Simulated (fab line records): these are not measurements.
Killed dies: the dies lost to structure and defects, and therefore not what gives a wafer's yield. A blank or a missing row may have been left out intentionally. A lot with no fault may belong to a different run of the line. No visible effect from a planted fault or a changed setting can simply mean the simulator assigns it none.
fab line records	flow n5Finfet
[record] lots = 10	wafers = 30	lastDay = 18
route steps=1938 shown HKMG_FIN@442 BEOL_M4@1111 PASSIVATION@1936
lots that met no fault: from a run of the same line without faults
startH: hours from the record's opening day to when the first of the lot's shown wafers began	waitH: time in hours since the lot's previous step	" the same as in the row above	L1.1+2: several wafers, shown together as one row	- no value present, or no start provided	* or withheld: withheld	< > ~ a bound
route shown NAME@n: names a module that has steps shown in the file, with the first one's number in the route	usual: mean/standard deviation taken from wafers without a fault	same: alike in all rows	chamber/n: place in a boat	sites: readings site by site	_std_site: standard deviation of those values	_edge_site: the outer-site mean with the inner-site mean subtracted	radiusMm: how far each site lies from the wafer's centre	mask NAME#n: copy n	behind: the tool/chamber that last shaped the wafer	hold: why the lot was held/for how many hours/how that ended	device: the n, p or np transistor that did not switch	end of line: tests of these same wafers at the route's end	step lacking rows: just its recipe	killed: count of dies lost to structure and defects at first sort (not the wafer's yield)	map: a wafer's dies, marking killed ones x, the rest . and places with no die _
set.NAME: the setting as run; set.NAME@STEP: as run at that earlier step	model.NAME: the simulator's own value behind a step, which no gauge read
a sample of lots followed through the steps of the route, with each step as a table and each wafer as a row
services: a tool's chamber out of use, with start hour (startH, from the record's first day; less than 0 if before it), hours out, and reason
[[steps]]
[step N5_HKMG_FIN_ALD_91]
[recipe] material = TiN	targetThkA = 10	tempC = 400	aldPrecursorFamily = TiCl4	aldCoReactant = NH3	pulseTimeS = 1	purgeTimeS = 3	coReactantPurgeTimeS = 2	coReactantPulseTimeS = 2	aldCycles = 47	pressureTorr = 3
[usual] heaterPowerW = 910/48	precursorPulseHeightRel = 1.000/0.02
lot.wafer	tool	chamber	startH	waitH	heaterPowerW	precursorPulseHeightRel
L552.4	aldMetal-01	2	83.26	0.1	907	0.975
L552.5	"	3	"	"	948	1.037
L552.6	"	0	"	"	919	1.021
L556.3	aldMetal-01	0	102.69	0.1	898	0.974
L556.4	"	2	"	"	882	0.980
L556.5	"	0	"	"	917	1.047
L557.1	aldMetal-02	0	108.93	0.3	847	1.003
L557.4	"	2	"	"	990	1.012
L557.5	"	3	"	"	943	1.025
L563.1	aldMetal-01	3	153.90	0.3	966	1.041
L563.4	"	2	"	"	898	0.990
L563.5	"	3	"	"	927	1.014
L567.2	aldMetal-01	1	168.23	0.3	866	1.010
L567.3	"	0	"	"	896	0.984
L567.4	"	2	"	"	876	1.024
L569.3	aldMetal-04	2	178.42	0.1	872	0.939
L569.4	"	3	"	"	889	1.002
L569.5	"	1	"	"	988	1.005
L570.4	aldMetal-04	0	192.60	0.3	923	1.017
L570.5	"	3	"	"	887	1.001
L570.6	"	1	"	"	1004	1.010
L571.1	aldMetal-04	1	194.77	0.3	980	1.028
L571.4	"	0	"	"	920	1.020
L571.5	"	2	"	"	894	1.001
L574.3	aldMetal-01	0	211.94	0.1	919	0.980
L574.4	"	1	"	"	860	0.981
L574.5	"	2	"	"	903	0.997
L575.2	aldMetal-01	3	218.39	0.3	956	1.031
L575.3	"	1	"	"	868	0.997
L575.5	"	3	"	"	963	1.000
[step N5_HKMG_FIN_ETCH_67]
[recipe] chemistry = N2/H2	target = SOC	targetDepthA = 3889	stopOn = TiN	ionEnergyEv = 100	biasW = 61	pressureMtorr = 30	sourceW = 850	n2FlowSccm = 200	h2FlowSccm = 200
[usual] biasW = 60.99/0.18	drypumpMotorCurrentA = 5.7/0.47	oesProductAu = 0.76/0.081	rfVppV = 241.7/1.2	showerheadPlenumPTorr = 2.62/0.052	throttleValvePct = 17.78/0.23
lot.wafer	tool	chamber	startH	waitH	biasW	drypumpMotorCurrentA	oesProductAu	rfHoursCounterH	rfVppV	showerheadPlenumPTorr	throttleValvePct
L552.4	rieDiel-03	3	84.75	-	60.82	5.2	0.71	-	242.6	2.66	17.89
L552.5	"	2	"	"	60.74	5.3	0.71	-	240.5	2.65	17.75
L552.6	"	0	"	"	61.04	5.9	0.93	-	242.2	2.71	17.59
L556.3	rieDiel-03	3	104.39	-	60.94	5.3	0.71	166	241.7	2.66	17.89
L556.4	"	2	"	"	60.78	5.3	0.71	192	239.5	2.65	17.74
L556.5	"	0	"	"	60.82	5.8	0.91	-	243.6	2.71	17.60
L557.1	rieDiel-03	1	110.40	-	61.05	5.3	0.91	13	242.3	2.59	17.58
L557.4	"	2	"	"	61.27	5.3	0.70	195	239.9	2.65	17.74
L557.5	"	1	"	"	61.14	5.4	0.92	-	242.9	2.59	17.61
L563.1	rieDiel-01	3	155.35	-	60.85	6.3	0.73	199	241.2	2.61	17.69
L563.4	"	0	"	"	60.60	6.4	0.74	-	242.1	2.63	17.65
L563.5	"	1	"	"	60.97	5.7	0.78	-	244.0	2.70	17.84
L567.2	rieDiel-03	3	169.65	-	60.94	5.3	0.68	197	241.4	2.64	17.94
L567.3	"	2	"	"	61.28	5.3	0.68	223	241.6	2.63	17.81
L567.4	"	0	"	"	60.99	5.9	0.88	29	242.9	2.70	17.62
L569.3	rieDiel-01	2	179.85	-	60.90	5.2	0.96	1	241.8	2.59	17.74
L569.4	"	0	"	"	61.00	6.4	0.73	183	242.9	2.62	17.66
L569.5	"	1	"	"	61.17	5.7	0.77	-	243.4	2.69	17.87
L570.4	rieDiel-03	3	193.89	-	60.74	5.2	0.69	204	243.1	2.64	17.96
L570.5	"	1	"	"	61.06	5.4	0.84	-	241.7	2.57	17.66
L570.6	"	2	"	"	61.10	5.3	0.68	-	241.6	2.63	17.81
L571.1	rieDiel-01	1	196.28	-	61.02	5.7	0.76	115	242.8	2.69	17.87
L571.4	"	0	"	"	60.94	6.4	0.72	190	239.9	2.62	17.68
L571.5	"	3	"	"	61.09	6.3	0.71	-	241.8	2.61	17.71
L574.3	rieDiel-01	0	213.37	-	61.26	6.3	0.72	197	241.2	2.62	17.69
L574.4	"	3	"	"	60.91	6.3	0.71	223	240.7	2.60	17.72
L574.5	"	0	"	"	60.73	6.3	0.72	-	241.9	2.62	17.70
L575.2	rieDiel-03	2	219.84	-	61.13	5.3	0.67	238	241.1	2.63	17.83
L575.3	"	1	"	"	61.04	5.3	0.83	53	241.8	2.57	17.67
L575.5	"	3	"	"	61.07	5.3	0.68	-	242.4	2.64	17.98
[step N5_HKMG_FIN_CMP_23]
[recipe] stopOn = SiNx	tOverpolishS = 10	postCmpClean = rinseOnly	downForcePsi = 4	platenRpm = 50.289	padVelocityMS = 1.0006	targetThkNm = 46.326
[usual] edgeZonePressureFrac = 1.000/0.0042	headPressurePsi = 4.000/0.0093	motorCurrentA = 13.5/1.2	overpolishRunS = 10.000/0.0096	tOverpolishS = 10/0	timeToEndpointS = 12.7/2.2
lot.wafer	tool	chamber	startH	waitH	edgeZonePressureFrac	headPressurePsi	motorCurrentA	overpolishRunS	tOverpolishS	timeToEndpointS
L552.4	cmp-02	3	86.15	0.2	0.995	4.008	12.1	9.991	10	11.2
L552.5	"	1	"	"	1.006	4.005	12.2	10.015	10	12.3
L552.6	"	2	"	"	0.996	3.987	12.6	10.010	10	10.3
L556.4	cmp-01	0	105.86	0.0	0.998	4.007	12.0	10.003	10	14.4
L556.3	"	1	"	"	0.999	3.985	12.0	9.994	10	15.0
L556.5	"	0	"	"	0.999	3.993	12.6	9.987	10	15.3
L557.1	cmp-02	0	111.81	0.1	0.997	4.002	12.9	10.018	10	8.8
L557.4	"	2	"	"	0.999	3.997	12.0	9.995	10	7.6
L557.5	"	0	"	"	0.994	4.002	12.5	10.000	10	11.7
L563.1	cmp-01	2	156.71	0.1	1.000	4.011	13.0	10.028	10	11.8
L563.4	"	3	"	"	0.998	4.011	13.6	9.989	10	11.1
L563.5	"	1	"	"	0.996	4.000	12.0	10.001	10	12.5
L567.2	cmp-03	0	171.02	0.0	0.995	4.001	15.8	9.991	10	9.1
L567.4	"	1	"	"	1.005	3.995	13.0	10.002	10	15.9
L567.3	"	3	"	"	0.994	4.019	14.7	10.000	10	11.5
L569.3	cmp-01	1	181.22	0.0	-	-	-	-	-	-
L569.4	"	0	"	"	-	-	-	-	-	-
L569.5	"	2	"	"	-	-	-	-	-	-
L570.4	cmp-01	3	195.25	0.1	-	-	-	-	-	-
L570.5	"	2	"	"	-	-	-	-	-	-
L570.6	"	3	"	"	-	-	-	-	-	-
L571.1	cmp-02	1	197.56	0.0	-	-	-	-	-	-
L571.4	"	3	"	"	-	-	-	-	-	-
L571.5	"	2	"	"	-	-	-	-	-	-
L574.3	cmp-03	3	214.64	0.0	0.992	4.004	13.7	10.011	10	13.2
L574.4	"	0	"	"	1.006	4.000	15.2	10.020	10	11.5
L574.5	"	0	"	"	1.002	4.005	15.4	9.995	10	12.8
L575.3	cmp-03	3	221.20	0.1	0.998	4.003	15.3	9.971	10	12.6
L575.2	"	0	"	"	1.004	3.978	15.5	10.003	10	13.6
L575.5	"	3	"	"	0.997	4.001	14.5	9.991	10	12.0
[step N5_BEOL_M4_RC_MEAS_101]
[usual] DIBL_N = 37.0/1.7	DIBL_P = 36.7/2	IOFF_N = 0.17/0.035	IOFF_P = 0.22/0.035	ION_N = 672/12	ION_P = 461/7.5	SS_N = 71.6/0.67	SS_P = 73.4/0.64	VT_N = 250/3.5	VT_P = -250/3.5
lot.wafer	tool	chamber	startH	waitH	DIBL_N[mV/V]	DIBL_P[mV/V]	IOFF_N[nA/um]	IOFF_P[nA/um]	ION_N[uA/um]	ION_P[uA/um]	SS_N[mV/dec]	SS_P[mV/dec]	VT_N[mV]	VT_P[mV]
L552.4	prober-02	0	176.57	0.5	36.8	36.0	0.16	0.18	672	459	72.2	72.7	250	-252
L552.5	"	0	"	"	35.5	35.4	0.14	0.17	655	448	71.2	72.9	249	-255
L552.6	"	0	"	"	33.7	33.5	0.11	0.16	663	460	70.5	72.3	255	-254
L556.3	prober-01	0	192.97	0.3	37.8	36.6	0.17	0.21	675	459	71.3	73.5	247	-249
L556.4	"	0	"	"	36.9	35.6	0.15	0.19	657	451	71.4	73.4	247	-249
L556.5	"	0	"	"	35.3	33.9	0.12	0.18	650	447	70.9	72.8	252	-250
L557.1	prober-02	0	193.05	0.0	38.6	38.0	0.20	0.24	695	466	71.1	73.5	245	-251
L557.4	"	0	"	"	39.0	38.0	0.20	0.23	682	461	72.1	74.5	245	-250
L557.5	"	0	"	"	38.8	37.8	0.20	0.22	674	451	71.9	74.3	247	-252
L563.1	prober-01	0	237.41	0.0	36.9	36.1	0.18	0.26	687	471	71.7	72.8	245	-244
L563.4	"	0	"	"	35.7	34.7	0.16	0.23	680	470	70.2	73.1	247	-245
L563.5	"	0	"	"	39.5	39.5	0.24	0.33	693	475	72.4	73.8	243	-242
L567.2	prober-02	0	250.05	0.2	37.9	37.6	0.20	0.24	662	461	72.1	73.2	247	-247
L567.3	"	0	"	"	37.5	37.4	0.17	0.24	668	462	71.8	73.2	249	-250
L567.4	"	0	"	"	35.4	35.6	0.14	0.21	665	464	71.1	73.1	251	-249
L575.2	prober-02	0	300.09	0.2	37.0	35.8	0.15	0.21	680	467	71.1	73.7	250	-247
L575.3	"	0	"	"	35.9	34.6	0.13	0.19	658	460	70.7	72.8	251	-250
L575.5	"	0	"	"	39.1	38.2	0.19	0.25	690	470	72.1	73.5	246	-248
L574.3	prober-02	0	322.71	0.3	35.5	34.4	0.15	0.20	675	467	72.0	73.6	250	-250
L574.4	"	0	"	"	36.0	35.2	0.16	0.22	678	466	71.8	73.5	246	-249
L574.5	"	0	"	"	35.8	34.2	0.14	0.20	664	461	71.2	73.1	251	-252
[step N5_PASSIVATION_PROBE_49]
[usual] defectLimitedYield = 91.1/1.3	killed_at_M0_to_M3 = 35/11	killed_at_M4_up = 13/5.4	killedAtContacts = 14/6.5	killedAtFrontEnd = 41/11	killedAtOther = 4/3.1	killedDies = 106/15	killedOnRim = 14/3.7	killedOpen = 69/12	killedShort = 35/7	sort_bin_5_function = 5.2/0.86	sort_bin_6_memory = 3.4/0.64	sortNPass = 1074/15	sortYieldPct = 91.0/1.3
[same] grossDies = 1180	killedAtBackSide = 0	sort_bin_4_leakage[%] = 0	sort_bin_8_speed[%] = 0
lot.wafer	tool	chamber	startH	waitH	defectLimitedYield[%]	killed_at_M0_to_M3	killed_at_M4_up	killedAtContacts	killedAtFrontEnd	killedAtOther	killedDies	killedOnRim	killedOpen	killedShort	sort_bin_5_function[%]	sort_bin_6_memory[%]	sortNPass	sortYieldPct[%]
L557.1	prober-01	-	293.44	0.0	92.1	39	8	11	33	2	93	10	61	32	4.8	2.8	1087	92.1
L557.4	prober-01	-	293.59	0.2	91.4	53	12	6	28	3	102	8	57	43	5.1	3.1	1078	91.4
L557.5	prober-01	-	293.64	0.2	91.7	38	6	18	36	0	98	10	60	38	5.7	2.3	1082	91.7
L563.1	prober-02	-	324.62	0.0	90.3	38	10	13	52	2	115	11	69	43	5.8	3.7	1065	90.3
L563.4	prober-02	-	324.77	0.2	91.0	28	15	17	38	8	106	16	69	35	5.3	3.3	1074	91.0
L563.5	prober-02	-	324.82	0.2	91.9	36	16	10	29	4	95	12	60	32	4.7	2.9	1085	91.9
L569.3	prober-02	-	353.33	0.1	0	31	18	11	1119	1	1180	152	73	25	5.0	3.1	0	0
L569.4	prober-02	-	353.38	0.2	0	40	8	7	1121	4	1180	152	75	24	4.9	3.5	0	0
L569.5	prober-02	-	353.43	0.2	0	29	15	10	1125	1	1180	152	67	39	4.9	3.6	0	0
L570.4	prober-02	-	398.87	0.7	0	33	13	14	1117	3	1180	152	67	37	4.7	3.9	0	0
L570.5	prober-02	-	398.92	0.7	0	43	15	7	1113	2	1180	152	77	34	5.8	3.5	0	0
L570.6	prober-02	-	398.97	0.8	0	38	24	7	1109	2	1180	152	56	36	4.3	2.9	0	0
L571.1	prober-02	-	406.72	0.0	0	39	30	3	1107	1	1180	152	69	31	5.4	2.9	0	0
L571.4	prober-02	-	406.87	0.2	0	51	12	12	1102	3	1180	152	62	41	5.5	3.0	0	0
L571.5	prober-02	-	406.92	0.2	0	35	13	8	1121	3	1180	152	56	28	4.7	2.4	0	0
// killed by level:class
L557.1 BEOL_M1:geometricParticle:open=12 MOL_CONTACT_COAG:geometricParticle:open=10 BEOL_M0_SAQP:geometricParticle:short=10 STI_FIN_REVEAL:geometricParticle:open=9 BEOL_M0_SAQP:geometricParticle:open=7 SPACER0:geometricParticle:short=6 BEOL_M3:geometricParticle:open=5 BEOL_M4:geometricParticle:open=5
L557.4 BEOL_M3:geometricParticle:short=12 BEOL_M0_SAQP:geometricParticle:open=9 BEOL_M1:geometricParticle:open=7 BEOL_M3:geometricParticle:open=7 FIN_SAQP:geometricParticle:short=6 BEOL_M4:geometricParticle:open=6 FIN_SAQP:geometricParticle:open=5 MOL_CONTACT_COAG:geometricParticle:open=5
L557.5 MOL_CONTACT_COAG:geometricParticle:open=18 GATE_CUT:geometricParticle:short=7 BEOL_M0_SAQP:geometricParticle:open=7 BEOL_M3:geometricParticle:short=7 BEOL_M1:geometricParticle:open=6 BEOL_M3:geometricParticle:open=6 BEOL_M0_SAQP:geometricParticle:short=5 STI_FIN_REVEAL:geometricParticle:open=4
L563.1 FIN_SAQP:geometricParticle:short=14 STI_FIN_REVEAL:geometricParticle:open=12 MOL_CONTACT_COAG:geometricParticle:open=11 BEOL_M0_SAQP:geometricParticle:open=9 BEOL_M0_SAQP:geometricParticle:short=7 BEOL_M4:geometricParticle:open=6 FIN_SAQP:geometricParticle:open=5 GATE_CUT:geometricParticle:open=5
L563.4 MOL_CONTACT_COAG:geometricParticle:open=17 BEOL_M0_SAQP:geometricParticle:short=9 FIN_SAQP:geometricParticle:short=8 FIN_SAQP:geometricParticle:open=7 STI_FIN_REVEAL:geometricParticle:open=6 BEOL_M3:geometricParticle:open=6 BEOL_M4:geometricParticle:open=6 BEOL_M0_SAQP:geometricParticle:open=5
L563.5 BEOL_M0_SAQP:geometricParticle:open=13 BEOL_M0_SAQP:geometricParticle:short=10 BEOL_M4:geometricParticle:open=9 MOL_CONTACT_COAG:geometricParticle:open=7 FIN_SAQP:geometricParticle:short=6 STI_FIN_REVEAL:geometricParticle:open=6 FIN_SAQP:geometricParticle:open=4 BEOL_M2:geometricParticle:open=4
L569.3 HKMG_FIN:areaCmp=1082 FIN_SAQP:geometricParticle:open=12 MOL_CONTACT_COAG:geometricParticle:open=8 FIN_SAQP:geometricParticle:short=7 STI_FIN_REVEAL:geometricParticle:open=7 BEOL_M3:geometricParticle:open=6 BEOL_M4:geometricParticle:open=6 BEOL_M0_SAQP:geometricParticle:open=5
L569.4 HKMG_FIN:areaCmp=1081 STI_FIN_REVEAL:geometricParticle:open=11 FIN_SAQP:geometricParticle:open=10 BEOL_M1:geometricParticle:open=10 BEOL_M0:geometricParticle:open=9 BEOL_M3:geometricParticle:open=8 FIN_SAQP:geometricParticle:short=7 MOL_CONTACT_COAG:geometricParticle:open=6
L569.5 HKMG_FIN:areaCmp=1073 STI_FIN_REVEAL:geometricParticle:open=17 MOL_CONTACT_COAG:geometricParticle:open=7 BEOL_M4:geometricParticle:open=7 STARTING-WAFER:geometricParticle:short=7 BEOL_M0_SAQP:geometricParticle:short=6 BEOL_M0_SAQP:geometricParticle:open=6 FIN_SAQP:geometricParticle:short=5
L570.4 HKMG_FIN:areaCmp=1075 MOL_CONTACT_COAG:geometricParticle:open=13 BEOL_M0_SAQP:geometricParticle:open=10 DUMMY_GATE:geometricParticle:open=7 BEOL_M0_SAQP:geometricParticle:short=7 BEOL_M4:geometricParticle:open=6 FIN_SAQP:geometricParticle:open=4 BEOL_M0:geometricParticle:open=4
L570.5 HKMG_FIN:areaCmp=1067 BEOL_M0_SAQP:geometricParticle:open=18 STI_FIN_REVEAL:geometricParticle:open=13 BEOL_M0_SAQP:geometricParticle:short=8 BEOL_M4:geometricParticle:open=7 MOL_CONTACT_COAG:geometricParticle:open=6 FIN_SAQP:geometricParticle:short=5 BEOL_M0:geometricParticle:open=5
L570.6 HKMG_FIN:areaCmp=1087 BEOL_M0_SAQP:geometricParticle:short=17 BEOL_M0_SAQP:geometricParticle:open=12 STI_FIN_REVEAL:geometricParticle:open=8 BEOL_M4:geometricParticle:open=8 BEOL_M5:geometricParticle:open=7 FIN_SAQP:geometricParticle:short=6 MOL_CONTACT_COAG:geometricParticle:open=5
L571.1 HKMG_FIN:areaCmp=1078 BEOL_M0_SAQP:geometricParticle:open=14 BEOL_M5:geometricParticle:open=11 BEOL_M3:geometricParticle:open=9 STARTING-WAFER:geometricParticle:short=8 STI_FIN_REVEAL:geometricParticle:open=7 BEOL_M0_SAQP:geometricParticle:short=6 BEOL_M1:geometricParticle:open=6
L571.4 HKMG_FIN:areaCmp=1075 BEOL_M0_SAQP:geometricParticle:short=16 BEOL_M0_SAQP:geometricParticle:open=11 BEOL_M3:geometricParticle:open=8 MOL_CONTACT_COAG:geometricParticle:open=8 BEOL_M5:geometricParticle:open=7 BEOL_M1:geometricParticle:open=6 STI_FIN_REVEAL:geometricParticle:open=5
L571.5 HKMG_FIN:areaCmp=1096 BEOL_M0_SAQP:geometricParticle:short=9 STI_FIN_REVEAL:geometricParticle:open=7 MOL_CONTACT_COAG:geometricParticle:open=7 BEOL_M2:geometricParticle:open=6 GATE_CUT:geometricParticle:short=4 BEOL_M1:geometricParticle:open=4 BEOL_M3:geometricParticle:open=4
[[services]]
tool	chamber	startH	hours	kind
cmp-03	-	67.90	6.1	pm
rieDiel-01	-	70.05	2.8	pm
rieDiel-03	1	72.51	-	clean
rieDiel-03	1	72.51	-	consumableReplace:focusRing
rieDiel-03	1	72.51	12.8	scheduledDown
rieDiel-03	1	72.51	12.8	ventCycle
cmp-03	-	75.33	0.8	repair
cmp-03	-	82.72	1.8	repair
rieDiel-01	2	108.98	7.7	repair
rieDiel-03	0	131.31	33.0	repair
rieDiel-03	1	139.08	7.7	repair
cmp-02	-	140.98	2.3	repair
cmp-01	-	148.66	2.2	repair
rieDiel-01	2	153.55	-	clean
rieDiel-01	2	153.55	-	consumableReplace:esc
cmp-01	-	174.91	4.0	pm
cmp-01	-	180.08	0.8	repair
rieDiel-01	1	182.08	1.6	repair
aldMetal-04	2	186.00	8.6	repair
cmp-02	-	187.36	5.6	pm
aldMetal-01	3	188.97	21.4	repair
aldMetal-04	3	193.92	7.2	repair
aldMetal-01	2	201.71	7.7	repair
aldMetal-02	2	216.87	25.7	repair
[[key]]
[firstSign] step = N5_HKMG_FIN_CMP_23	reading = toolRecord	direction = missing
[effect] step = N5_PASSIVATION_PROBE_49	reading = killedAtFrontEnd	direction = up	sigmas = 96	usual = 41	struck = 1115
[moreKillsBornAt] N5_HKMG_FIN_CMP_23@cmp-01 = 6465	N5_HKMG_FIN_CMP_23@cmp-02 = 3249
metAt N5_HKMG_FIN_CMP_23
struckLots L569,L570,L571
laterRowsLeftOut L569.3,L569.4,L569.5,L570.4,L570.5,L570.6,L571.1,L571.4,L571.5
notActingAt N5_HKMG_FIN_ALD_91,N5_HKMG_FIN_ETCH_67
onsetBetween 156.71 181.22
[fault] kind = skippedStepWhole	tool = cmp-01,cmp-02	chamber = -	onsetH = 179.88	steps = N5_HKMG_FIN_CMP_23	scope = struckLotsOnly
// laterRowsLeftOut: the simulator's readings of these wafers behind a module that went badly wrong aren't trusted and aren't shown, but for the sort
